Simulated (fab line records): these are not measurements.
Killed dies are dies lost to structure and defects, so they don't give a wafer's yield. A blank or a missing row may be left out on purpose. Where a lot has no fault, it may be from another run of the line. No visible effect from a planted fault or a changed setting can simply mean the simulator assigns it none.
fab line records -- flow nandHarc
[record] lots = 6, wafers = 18, lastDay = 32
route steps=1302 shown A_STAIRCASE@844 END@1302
lots that met no fault: taken from a fault-free run of the same line
startH: the number of hours between the record's first day and the start of the first shown wafer of the lot -- waitH: hours since the lot's step before -- " repeats the value in the row above -- L1.1+2: several wafers, shown together as one row -- - no value, or no start given -- * or withheld: withheld -- < > ~ a bound
route shown NAME@n: names a module that has steps shown in the file, with the first one's number in the route -- usual: mean/standard deviation taken from wafers without a fault -- same: alike in all rows -- chamber/n: place in a boat -- sites: the reading at each site -- _std_site: how widely they spread, as a standard deviation -- _edge_site: inner sites' mean taken away from outer sites' mean -- radiusMm: for every site, how far away it sits from the centre of the wafer -- mask NAME#n: copy n -- behind: tool/chamber where the wafer was last shaped -- hold: cause of the lot's hold/its duration in hours/its outcome -- device: the n, p or np transistor that did not switch -- end of line: at the end of the route, the tests of the same wafers -- where a step has no rows: the recipe by itself -- killed: count of dies lost to structure and defects at first sort (not the wafer's yield) -- map: per-die view of a wafer (x killed, . not killed, _ where there is no die)
set.NAME: the setting the step ran with; set.NAME@STEP: the setting that earlier step ran with -- model.NAME: the simulator's own value behind a step, which no gauge read
a table for each step, a row for each wafer; lots at some steps of the route
services: from which hour (startH, from the record's first day; less than 0 if before it) a tool's chamber was out of use, for how many hours, and why
[[steps]]
[step NHARC_A_STAIRCASE_DEP_417]
[recipe] targetThkA = 600, stepCoveragePct = 20, tempC = 400, targetThkNm = 60, flowSccm = 200, rfW = 450, material = Si3N4
[usual] heaterPowerW = 699/76, rfFwdPowerW = 449.0/1.2
lot.wafer,tool,chamber,startH,waitH,heaterPowerW,rfFwdPowerW
L259.2,pecvd-02,0,435.11,-,653,451.5
L259.5,pecvd-02,1,435.11,-,734,449.7
L259.4,pecvd-02,0,435.11,-,641,450.2
L262.1,pecvd-03,0,460.24,-,667,450.6
L262.6,pecvd-03,2,460.24,-,803,449.8
L262.5,pecvd-03,1,460.24,-,759,447.8
L270.1,pecvd-02,1,528.62,-,615,448.7
L270.5,pecvd-02,2,528.62,-,489,448.3
L270.6,pecvd-02,0,528.62,-,737,449.7
L269.1,pecvd-02,0,530.16,-,671,446.4
L269.2,pecvd-02,2,530.16,-,552,449.2
L269.5,pecvd-02,0,530.16,-,670,447.2
L275.1,pecvd-02,2,588.64,-,579,446.8
L275.3,pecvd-02,1,588.64,-,752,452.4
L275.6,pecvd-02,1,588.64,-,757,449.6
L274.3,pecvd-03,2,593.37,-,853,449.9
L274.1,pecvd-03,0,593.37,-,650,450.7
L274.5,pecvd-03,2,593.37,-,824,449.1
[step NHARC_A_STAIRCASE_WET_418]
[recipe] tempC = 160, targetDepthA = 200, chemistry = H3PO4
[step NHARC_A_STAIRCASE_PRECLEAN_419]
[recipe] timeS = *, tempC = 50, bathAgeMin = 0, chemistry = SC1
[step NHARC_A_STAIRCASE_SRD_421]
[step NHARC_A_STAIRCASE_ALD_420]
[recipe] targetThkA = 200, pulseTimeS = 6, aldCycles = 200, tempC = 300, material = SiO2
[usual] heaterPowerW = 451/54, precursorPulseHeightRel = 1.002/0.019
lot.wafer,tool,chamber,startH,waitH,heaterPowerW,precursorPulseHeightRel
L259.2,aldHk-03,3,440.29,-,461,0.995
L259.4,aldHk-03,0,440.29,-,487,0.973
L259.5,aldHk-03,3,440.29,-,451,0.963
L262.1,aldHk-01,0,463.23,-,562,1.015
L262.5,aldHk-01,2,463.23,-,398,1.005
L262.6,aldHk-01,3,463.23,-,409,0.987
L270.1,aldHk-03,0,531.62,0.4,472,0.989
L270.6,aldHk-03,0,532.89,1.6,481,1.010
L270.5,aldHk-03,1,532.89,1.6,456,1.006
L269.2,aldHk-04,3,531.64,-,517,1.018
L269.1,aldHk-04,0,531.64,-,386,1.023
L269.5,aldHk-04,2,531.64,-,457,0.967
L275.1,aldHk-03,2,591.52,-,391,0.986
L275.3,aldHk-03,3,591.52,-,457,0.988
L275.6,aldHk-03,2,591.52,-,367,1.001
L274.3,aldHk-04,0,596.25,-,381,1.022
L274.1,aldHk-04,1,596.25,-,445,1.013
L274.5,aldHk-04,3,596.25,-,513,0.997
[step NHARC_A_STAIRCASE_CVD_552]
[recipe] targetThkA = 400, tempC = 700, pressureMtorr = 300, material = SiNx
[step NHARC_A_STAIRCASE_DEP_151]
[recipe] targetThkA = 72000, tempC = 400, targetThkNm = 7200, teosFlowSccm = 200, rfW = 500, material = SiO2
[usual] heaterPowerW = 641/81, rfFwdPowerW = 499.5/1.5
lot.wafer,tool,chamber,startH,waitH,heaterPowerW,rfFwdPowerW
L259.2,pecvd-03,1,448.37,0.5,725,499.0
L259.5,pecvd-03,0,448.37,0.5,568,499.7
L259.4,pecvd-03,1,448.37,0.5,644,497.2
L262.1,pecvd-03,0,469.06,0.6,692,503.0
L262.5,pecvd-03,2,469.06,0.6,650,502.0
L262.6,pecvd-03,0,469.06,0.6,567,501.8
L269.1,pecvd-02,2,539.44,0.4,535,501.7
L269.2,pecvd-02,1,539.44,0.4,603,502.0
L269.5,pecvd-02,1,539.44,0.4,597,499.1
L270.1,pecvd-03,1,539.53,0.5,745,498.6
L270.6,pecvd-03,1,539.53,0.5,624,501.9
L270.5,pecvd-03,2,539.53,0.5,646,498.4
L275.3,pecvd-03,1,599.54,0.4,753,496.9
L275.1,pecvd-03,2,599.54,0.4,802,499.2
L275.6,pecvd-03,1,599.54,0.4,630,496.8
L274.3,pecvd-03,1,604.34,0.5,646,500.7
L274.1,pecvd-03,2,604.34,0.5,704,498.4
L274.5,pecvd-03,0,604.34,0.5,576,501.0
[step NHARC_A_STAIRCASE_ANNEAL_320]
[recipe] tempC = 750, timeS = 1800
[step NHARC_A_STAIRCASE_DEP_322]
[recipe] targetThkA = 72000, tempC = 400, targetThkNm = 7200, teosFlowSccm = 200, rfW = 500, material = SiO2
[usual] heaterPowerW = 629/82, rfFwdPowerW = 499.6/1.7
lot.wafer,tool,chamber,startH,waitH,heaterPowerW,rfFwdPowerW
L259.2,pecvd-02,0,458.40,0.2,672,497.9
L259.5,pecvd-02,2,458.40,0.2,473,501.7
L259.4,pecvd-02,1,458.40,0.2,603,497.9
L262.1,pecvd-01,2,477.22,0.3,728,499.1
L262.6,pecvd-01,0,477.22,0.3,618,500.8
L262.5,pecvd-01,2,477.22,0.3,605,498.8
L269.2,pecvd-01,2,548.02,0.2,739,501.1
L269.1,pecvd-01,0,548.02,0.2,680,500.6
L269.5,pecvd-01,0,548.02,0.2,624,503.3
L270.1,pecvd-02,1,548.11,0.3,712,500.0
L270.6,pecvd-02,2,548.11,0.3,472,496.9
L270.5,pecvd-02,1,548.11,0.3,605,499.8
L274.1,pecvd-02,1,609.83,0.2,601,497.3
L274.3,pecvd-02,2,609.83,0.2,568,499.5
L274.5,pecvd-02,1,609.83,0.2,568,497.8
L275.1,pecvd-01,1,609.83,0.2,751,499.8
L275.3,pecvd-01,2,609.83,0.2,720,500.0
L275.6,pecvd-01,2,609.83,0.2,566,499.8
[step NHARC_A_STAIRCASE_ANNEAL_323]
[recipe] tempC = 750, timeS = 1800
[step NHARC_A_STAIRCASE_DEP_325]
[recipe] targetThkA = 72000, tempC = 400, targetThkNm = 7200, teosFlowSccm = 200, rfW = 500, material = SiO2
[usual] heaterPowerW = 644/77, rfFwdPowerW = 499.3/1.4
lot.wafer,tool,chamber,startH,waitH,heaterPowerW,rfFwdPowerW
L259.2,pecvd-01,0,469.14,0.3,768,498.8
L259.5,pecvd-01,0,469.14,0.3,622,499.5
L259.4,pecvd-01,1,469.14,0.3,578,500.8
L262.1,pecvd-02,2,484.89,0.1,579,499.4
L262.5,pecvd-02,2,484.89,0.1,464,499.0
L262.6,pecvd-02,1,484.89,0.1,589,502.4
L269.1,pecvd-02,1,557.03,0.2,705,500.5
L269.2,pecvd-02,2,557.03,0.2,560,500.4
L269.5,pecvd-02,0,557.03,0.2,547,698.7
L270.1,pecvd-02,0,557.69,0.9,655,698.5
L270.6,pecvd-02,0,557.69,0.9,547,696.6
L270.5,pecvd-02,1,557.69,0.9,616,499.7
L274.3,pecvd-03,1,619.41,0.1,734,500.3
L274.1,pecvd-03,0,619.41,0.1,679,500.7
L274.5,pecvd-03,2,619.41,0.1,666,498.6
L275.1,pecvd-01,1,619.42,0.1,768,497.7
L275.3,pecvd-01,2,619.42,0.1,613,496.6
L275.6,pecvd-01,0,619.42,0.1,637,498.3
[step NHARC_A_STAIRCASE_ANNEAL_326]
[recipe] tempC = 750, timeS = 1800
[step NHARC_END_SORT_01]
[recipe] tempC = 25
[usual] killedAtArray = 45/18, killedAtOther = 0.9/1.3, killedAtPeriphery = 3.7/2.2, killedDies = 50/18, killedOpen = 3.2/1.9, killedShort = 2.4/1.6
[same] grossDies = 677
lot.wafer,tool,chamber,startH,waitH,killedAtArray,killedAtOther,killedAtPeriphery,killedDies,killedOpen,killedShort
L274.1,prober-02,0,766.04,2.5,34,3,2,39,5,1
L274.3,prober-02,0,767.62,3.1,71,0,0,71,2,0
L274.5,prober-02,0,769.21,3.7,62,1,2,65,3,1
// killed by level:class
L274.1 A_SLIT:chamberFilmFlake=11 A_CHANNEL_HOLE_D2:chamberFilmFlake=8 A_CHANNEL_HOLE_D1:chamberFilmFlake=4 THIN_TSV:chamberFilmFlake=3 P_GATE:chamberFilmFlake=2 A_DECK1_JOINT:chamberFilmFlake=2 A_CONTACT:chamberFilmFlake=2 A_DECK1_JOINT:geometricParticle:short=1
L274.3 A_SLIT:chamberFilmFlake=32 A_CHANNEL_HOLE_D2:chamberFilmFlake=17 A_CHANNEL_HOLE_D1:chamberFilmFlake=12 A_CONTACT:chamberFilmFlake=7 A_CHANNEL_HOLE_D1:geometricParticle:open=1 A_CHANNEL_FILL_D2:geometricParticle:open=1 A_DECK1_JOINT:chamberFilmFlake=1
L274.5 A_SLIT:chamberFilmFlake=39 A_CHANNEL_HOLE_D2:chamberFilmFlake=10 A_CHANNEL_HOLE_D1:chamberFilmFlake=6 A_CONTACT:chamberFilmFlake=4 P_M0:geometricParticle:open=1 A_DECK1_JOINT:geometricParticle:open=1 A_ONON_D2:geometricParticle:short=1 A_CHANNEL_FILL_D2:geometricParticle:open=1
[[services]]
tool,chamber,startH,hours,kind
pecvd-02,0,421.13,-,clean
pecvd-02,1,421.13,-,clean
pecvd-02,2,421.13,-,clean
pecvd-03,-,430.47,0.7,repair
aldHk-01,-,475.45,10.0,pm
pecvd-03,-,547.24,13.0,pm
pecvd-03,0,547.24,13.0,ventCycle
pecvd-03,1,547.24,13.0,ventCycle
pecvd-03,2,547.24,13.0,ventCycle
pecvd-01,-,551.67,13.0,pm
pecvd-01,0,551.67,13.0,ventCycle
pecvd-01,1,551.67,13.0,ventCycle
pecvd-03,0,560.24,-,clean
pecvd-03,1,560.24,-,clean
pecvd-03,2,560.24,-,clean
aldHk-03,-,572.04,10.0,pm
pecvd-02,-,589.13,13.0,pm
pecvd-02,0,589.13,13.0,ventCycle
pecvd-02,1,589.13,13.0,ventCycle
pecvd-02,2,589.13,13.0,ventCycle
pecvd-01,2,591.15,2.3,repair
pecvd-02,0,602.13,-,clean
pecvd-02,1,602.13,-,clean
pecvd-02,2,602.13,-,clean
[[key]]
[firstSign] step = NHARC_A_STAIRCASE_DEP_325, reading = rfFwdPowerW, direction = up, sigmas = 99+, usual = *, struck = *
effect none on later readings
metAt NHARC_A_STAIRCASE_DEP_325
struckWafers L269.5,L270.1,L270.6
testerLeftOut L269,L270
[fault] kind = processParameterDrift, tool = pecvd-02, chamber = 0, onsetH = 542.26, steps = NHARC_A_STAIRCASE_DEP_325, channel = rfW, offset = *, shape = step, endH = 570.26, actsIn = *, stated = *
// testerLeftOut: of these lots the tester's yield and bins aren't shown, on N5 and GAA mostly nor the transistor test; their killed dies are dies lost to structure and defects alone, not to doping, threshold or leakage, so they don't give the yield
